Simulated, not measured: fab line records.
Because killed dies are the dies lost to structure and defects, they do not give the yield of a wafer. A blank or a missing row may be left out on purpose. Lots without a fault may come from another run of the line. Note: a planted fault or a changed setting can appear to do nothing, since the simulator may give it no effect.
Chamber matching    flow n5Finfet    rieDiel-04 running N5_BEOL_M2_ETCH_70: 4 sister chambers
The step etches SOC in N2/H2, target depth 80 nm, overetch 24 nm, time 130 s. 14 wafers are shown with their chamber, then 7 later ones without.

== WAFERS WITH THEIR CHAMBER ==
wafer   chamber  throttleValvePct (%)  showerheadPlenumPTorr (Torr)  oesProductAu (a.u.)
L081.1  1        17.95                 2.48                          0.61
L081.3  3        17.81                 2.58                          0.62
L081.6  1        17.95                 2.48                          0.60
L082.2  3        17.82                 2.58                          0.61
L082.3  1        17.96                 2.48                          0.60
L082.5  3        17.81                 2.58                          0.61
L084.2  2        17.45                 2.58                          0.63
L084.4  0        17.91                 2.41                          0.52
L084.6  1        17.96                 2.48                          0.60
L085.2  2        17.44                 2.58                          0.64
L085.3  1        17.95                 2.47                          0.59
L085.4  3        17.82                 2.58                          0.61
L087.2  1        17.97                 2.47                          0.60
L087.4  3        17.83                 2.57                          0.61

SIGNATURES, as means of the wafers listed above
reading                chamber 0  chamber 1  chamber 2  chamber 3  scatter within a chamber
throttleValvePct       17.9100    17.9567    17.4450    17.8180    0.00814
showerheadPlenumPTorr  2.4100     2.4767     2.5800     2.5780     0.00462
oesProductAu           0.5200     0.6000     0.6350     0.6120     0.00574
Rule: for a wafer and a chamber, the distance is found by dividing, reading by reading, the gap between the wafer's reading and the chamber's mean by the reading's scatter, squaring, summing and taking the root. The wafer belongs to the nearest chamber; if the next one is less than 2 further off, it can't be placed. The scatter is the square root of a quotient: the sum, over the shown wafers, of each reading's squared deviation from its chamber's mean, divided by wafers minus chambers.

== WAFERS MISSING THEIR CHAMBER ==
wafer   throttleValvePct (%)  showerheadPlenumPTorr (Torr)  oesProductAu (a.u.)
L087.5  17.44                 2.58                          0.63
L094.1  17.85                 2.57                          0.60
L094.2  17.47                 2.58                          0.62
L094.3  17.95                 2.41                          0.52
L097.4  17.99                 2.46                          0.57
L097.5  17.88                 2.57                          0.58
L097.6  17.51                 2.57                          0.61

== EACH ONE'S CHAMBER ==
wafer   from the rows above  in truth
L087.5  2                    2
L094.1  3                    3
L094.2  2                    2
L094.3  0                    0
L097.4  1                    1
L097.5  3                    3
L097.6  2                    2
7 of 7 placed correctly. Number that these rows cannot place: 0. Wrongly placed: 0.
